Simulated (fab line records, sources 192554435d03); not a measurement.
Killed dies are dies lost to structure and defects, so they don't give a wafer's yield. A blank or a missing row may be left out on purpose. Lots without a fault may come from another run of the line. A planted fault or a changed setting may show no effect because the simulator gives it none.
Chamber matching | flow n5_finfet | N5_HKMG_FIN_CMP_94 on cmp-03: 4 sister chambers
The step polishes, stops on SiNx, t overpolish 4.7 s, target thk 43.299 nm. 20 wafers are shown with their chamber, then 10 later ones without.

WAFERS WITH THEIR CHAMBER
wafer  | chamber | motor_current_A (A) | slurry_flow_ml_min
L076.1 | 3       | 11.9                | 149.5
L076.2 | 1       | 11.7                | 149.9
L076.5 | 0       | 12.2                | 150.4
L079.1 | 1       | 11.6                | 149.9
L079.2 | 2       | 10.2                | 150.2
L079.6 | 0       | 13.0                | 150.1
L085.1 | 1       | 11.6                | 150.6
L085.2 | 3       | 12.1                | 150.8
L085.6 | 3       | 11.9                | 150.3
L086.3 | 3       | 12.5                | 149.6
L086.4 | 2       | 10.7                | 149.9
L086.5 | 3       | 12.0                | 150.0
L087.3 | 1       | 12.0                | 150.6
L087.5 | 1       | 11.7                | 150.2
L087.6 | 0       | 11.8                | 149.3
L088.1 | 2       | 10.5                | 150.4
L088.2 | 3       | 12.4                | 150.0
L088.5 | 0       | 12.3                | 149.4
L090.2 | 2       | 10.1                | 149.6
L090.3 | 0       | 12.2                | 149.9

SIGNATURES (means of the wafers above)
reading            | chamber 0 | chamber 1 | chamber 2 | chamber 3 | scatter within a chamber
motor_current_A    | 12.300    | 11.720    | 10.375    | 12.133    | 0.299
slurry_flow_ml_min | 149.820   | 150.240   | 150.025   | 150.033   | 0.423
Rule: a wafer's distance from a chamber is the root of the sum, over the readings, of the square of ((its reading less the chamber's mean) divided by the reading's scatter). The wafer belongs to the nearest chamber; if the next one is less than 2 further off, it can't be placed. The scatter: the root of (the sum of the squares of (reading less its chamber's mean) over the shown wafers, divided by (wafers less chambers)).

WAFERS WITHOUT THEIR CHAMBER
wafer  | motor_current_A (A) | slurry_flow_ml_min
L090.4 | 11.9                | 150.7
L091.3 | 11.7                | 149.6
L091.5 | 10.4                | 149.4
L091.6 | 11.3                | 149.3
L094.1 | 12.0                | 150.5
L094.5 | 11.6                | 148.7
L094.6 | 11.3                | 150.3
L095.2 | 12.5                | 149.9
L095.3 | 12.4                | 149.7
L095.5 | 11.7                | 150.0

WHICH CHAMBER EACH WENT THROUGH
wafer  | from the rows above               | in truth
L090.4 | can't be placed: 1 or 3 or 0      | 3
L091.3 | can't be placed: 1 or 3 or 0      | 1
L091.5 | 2                                 | 2
L091.6 | can't be placed: 1 or 3 or 2 or 0 | 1
L094.1 | can't be placed: 1 or 3 or 0      | 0
L094.5 | can't be placed: 0 or 3 or 1 or 2 | 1
L094.6 | can't be placed: 1 or 3 or 2      | 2
L095.2 | can't be placed: 0 or 3           | 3
L095.3 | can't be placed: 0 or 3           | 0
L095.5 | can't be placed: 1 or 3 or 0      | 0
Placed correctly: 1 of 10. Can't be placed from these rows: 9 (the true chamber is among the candidates in 9). Placed wrongly: 0.
